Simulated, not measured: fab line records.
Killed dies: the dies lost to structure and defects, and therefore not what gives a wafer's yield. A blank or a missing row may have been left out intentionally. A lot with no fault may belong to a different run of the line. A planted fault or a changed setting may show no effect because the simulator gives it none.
Chamber matching + flow nand harc + 4 sister chambers for NHARC_P_GATE_ETCH_32 on rie si-05
The step etches the open film in HBr/Cl2, target depth 150 nm, time 100.1 s. 4 wafers are shown with their chamber, then 8 later ones without.

== EACH WAFER AND ITS CHAMBER ==
| wafer  | chamber | oes product au (a.u.) |
|--------|---------|-----------------------|
| L717.1 | 3       | 1.008                 |
| L717.5 | 0       | 0.994                 |
| L718.2 | 1       | 1.015                 |
| L720.3 | 2       | 1.010                 |

== WAFERS MISSING THEIR CHAMBER ==
| wafer  | oes product au (a.u.) |
|--------|-----------------------|
| L720.4 | 1.007                 |
| L720.5 | 1.008                 |
| L728.1 | 1.004                 |
| L728.2 | 1.011                 |
| L728.3 | 0.999                 |
| L729.2 | 1.007                 |
| L729.5 | 0.992                 |
| L729.6 | 0.996                 |

== WHICH CHAMBER EACH WENT THROUGH ==
| wafer  | from the rows above          | in truth                   |
|--------|------------------------------|----------------------------|
| L720.4 | can't be placed: 3 or 2      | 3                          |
| L720.5 | can't be placed: 3 or 2      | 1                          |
| L728.1 | can't be placed: 3 or 2      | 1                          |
| L728.2 | can't be placed: 2 or 3 or 1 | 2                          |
| L728.3 | can't be placed: 0 or 3      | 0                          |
| L729.2 | can't be placed: 3 or 2      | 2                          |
| L729.5 | 0                            | 0                          |
| L729.6 | 0                            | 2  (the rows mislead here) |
Placed correctly: 1 of 8. Cannot be placed on the basis of these rows: 6; the candidates contain the true chamber in 4. 1 placed wrongly.
How it was worked out, from the rows above alone: a wafer's distance from a chamber is the root of the sum, over the readings, of the square of ((its reading less the chamber's mean) divided by the reading's scatter). If the next closest chamber is less than 2 further off than the closest, the wafer can't be placed; otherwise it belongs to the closest. Each chamber's mean is taken over the wafers shown for it. The scatter: with one shown wafer a chamber, the root of the mean of the squares of how far each hidden wafer lies from its nearest shown one.
